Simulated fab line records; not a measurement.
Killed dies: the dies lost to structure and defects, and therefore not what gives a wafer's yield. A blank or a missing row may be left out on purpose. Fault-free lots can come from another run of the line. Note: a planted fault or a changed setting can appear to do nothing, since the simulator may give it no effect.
Chamber matching ; flow n5Finfet ; N5_FIN_CUT_STRIP_22 on rieDiel-02 has 4 sister chambers
The step strips in N2/H2. 8 wafers are shown with their chamber, then 8 later ones without.

## WAFERS, EACH WITH ITS CHAMBER
wafer;chamber;showerheadPlenumPTorr (Torr);drypumpMotorCurrentA (A)
L077.6;1;3.20;5.7
L080.2;1;3.20;5.7
L080.4;2;3.17;5.0
L082.6;0;3.50;5.2
L083.1;0;3.50;5.2
L083.2;2;3.17;5.0
L083.4;3;3.51;5.6
L093.2;3;3.50;5.5

## WAFERS MISSING THEIR CHAMBER
wafer;showerheadPlenumPTorr (Torr);drypumpMotorCurrentA (A)
L093.4;3.19;5.6
L093.6;3.48;5.2
L095.1;3.48;5.2
L095.3;3.50;5.5
L095.4;3.50;5.5
L096.1;3.48;5.2
L096.2;3.50;5.5
L096.3;3.18;5.7

## CHAMBER TAKEN BY EACH
wafer;from the rows above;in truth
L093.4;1;1
L093.6;0;0
L095.1;0;0
L095.3;3;3
L095.4;3;3
L096.1;0;0
L096.2;3;3
L096.3;1;1
Correct placement for 8 of the 8. Number that these rows cannot place: 0. Number placed wrongly: 0.
How it was worked out, from the rows above alone: a wafer's distance from a chamber is the root of the sum, over the readings, of the square of ((its reading less the chamber's mean) divided by the reading's scatter). If the next closest chamber is less than 2 further off than the closest, the wafer can't be placed; otherwise it belongs to the closest. A chamber's mean is the mean of its shown wafers. How the scatter is found: for the shown wafers, subtract from each reading the mean of its chamber, square and add these, divide the total by (wafers less chambers), then take the root.
